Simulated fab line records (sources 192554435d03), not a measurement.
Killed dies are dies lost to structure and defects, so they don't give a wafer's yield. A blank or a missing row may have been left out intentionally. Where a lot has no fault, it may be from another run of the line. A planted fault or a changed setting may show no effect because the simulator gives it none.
Matching of chambers / flow n5 finfet / N5_BEOL_M8_ETCH_65 on rie diel-05 has 4 sister chambers
The step etches SiARC in CF4, target depth 15.6 nm, time 26 s. 16 wafers are shown with their chamber, then 8 later ones without.

## EACH WAFER AND ITS CHAMBER
wafer=L075.2; chamber=0; showerhead plenum p Torr (Torr)=2.20; throttle valve pct (%)=15.14; oes product au (a.u.)=0.80
wafer=L075.5; chamber=0; showerhead plenum p Torr (Torr)=2.20; throttle valve pct (%)=15.15; oes product au (a.u.)=0.81
wafer=L075.6; chamber=2; showerhead plenum p Torr (Torr)=1.96; throttle valve pct (%)=15.54; oes product au (a.u.)=0.61
wafer=L078.3; chamber=3; showerhead plenum p Torr (Torr)=2.11; throttle valve pct (%)=15.73; oes product au (a.u.)=0.79
wafer=L078.4; chamber=0; showerhead plenum p Torr (Torr)=2.19; throttle valve pct (%)=15.16; oes product au (a.u.)=0.80
wafer=L078.6; chamber=1; showerhead plenum p Torr (Torr)=2.22; throttle valve pct (%)=15.78; oes product au (a.u.)=0.62
wafer=L080.1; chamber=1; showerhead plenum p Torr (Torr)=2.22; throttle valve pct (%)=15.77; oes product au (a.u.)=0.62
wafer=L080.2; chamber=2; showerhead plenum p Torr (Torr)=1.96; throttle valve pct (%)=15.57; oes product au (a.u.)=0.59
wafer=L080.3; chamber=3; showerhead plenum p Torr (Torr)=2.11; throttle valve pct (%)=15.75; oes product au (a.u.)=0.77
wafer=L084.1; chamber=2; showerhead plenum p Torr (Torr)=1.95; throttle valve pct (%)=15.60; oes product au (a.u.)=0.59
wafer=L084.2; chamber=3; showerhead plenum p Torr (Torr)=2.11; throttle valve pct (%)=15.76; oes product au (a.u.)=0.76
wafer=L084.5; chamber=3; showerhead plenum p Torr (Torr)=2.11; throttle valve pct (%)=15.77; oes product au (a.u.)=0.77
wafer=L085.4; chamber=1; showerhead plenum p Torr (Torr)=2.22; throttle valve pct (%)=15.79; oes product au (a.u.)=0.62
wafer=L085.5; chamber=1; showerhead plenum p Torr (Torr)=2.22; throttle valve pct (%)=15.83; oes product au (a.u.)=0.62
wafer=L085.6; chamber=0; showerhead plenum p Torr (Torr)=2.19; throttle valve pct (%)=15.19; oes product au (a.u.)=0.76
wafer=L093.1; chamber=3; showerhead plenum p Torr (Torr)=2.10; throttle valve pct (%)=15.80; oes product au (a.u.)=0.75

SIGNATURES (averages over the wafers above)
reading=showerhead plenum p Torr; chamber 0=2.1950; chamber 1=2.2200; chamber 2=1.9567; chamber 3=2.1080; scatter within a chamber=0.00453
reading=throttle valve pct; chamber 0=15.1600; chamber 1=15.7925; chamber 2=15.5700; chamber 3=15.7620; scatter within a chamber=0.0257
reading=oes product au; chamber 0=0.7925; chamber 1=0.6200; chamber 2=0.5967; chamber 3=0.7680; scatter within a chamber=0.0148
Rule: a wafer lies at a distance from a chamber equal to the root of the sum of squares, over the readings, of (its reading less the chamber's mean, divided by the reading's scatter). If the next closest chamber is less than 2 further off than the closest, the wafer can't be placed; otherwise it belongs to the closest. How the scatter is found: for the shown wafers, subtract from each reading the mean of its chamber, square and add these, divide the total by (wafers less chambers), then take the root.

## WAFERS MISSING THEIR CHAMBER
wafer=L093.4; showerhead plenum p Torr (Torr)=2.19; throttle valve pct (%)=15.23; oes product au (a.u.)=0.75
wafer=L093.6; showerhead plenum p Torr (Torr)=2.19; throttle valve pct (%)=15.20; oes product au (a.u.)=0.75
wafer=L092.2; showerhead plenum p Torr (Torr)=2.21; throttle valve pct (%)=15.83; oes product au (a.u.)=0.60
wafer=L092.4; showerhead plenum p Torr (Torr)=2.10; throttle valve pct (%)=15.78; oes product au (a.u.)=0.75
wafer=L092.6; showerhead plenum p Torr (Torr)=2.21; throttle valve pct (%)=15.83; oes product au (a.u.)=0.61
wafer=L095.3; showerhead plenum p Torr (Torr)=1.95; throttle valve pct (%)=15.62; oes product au (a.u.)=0.59
wafer=L095.5; showerhead plenum p Torr (Torr)=2.18; throttle valve pct (%)=15.23; oes product au (a.u.)=0.75
wafer=L095.6; showerhead plenum p Torr (Torr)=2.10; throttle valve pct (%)=15.79; oes product au (a.u.)=0.74

## WHICH CHAMBER EACH ONE RAN IN
wafer=L093.4; from the rows above=0; in truth=0
wafer=L093.6; from the rows above=0; in truth=0
wafer=L092.2; from the rows above=1; in truth=1
wafer=L092.4; from the rows above=3; in truth=3
wafer=L092.6; from the rows above=1; in truth=1
wafer=L095.3; from the rows above=2; in truth=2
wafer=L095.5; from the rows above=0; in truth=0
wafer=L095.6; from the rows above=3; in truth=3
8 of 8 placed correctly. Number that these rows cannot place: 0. Number placed wrongly: 0.
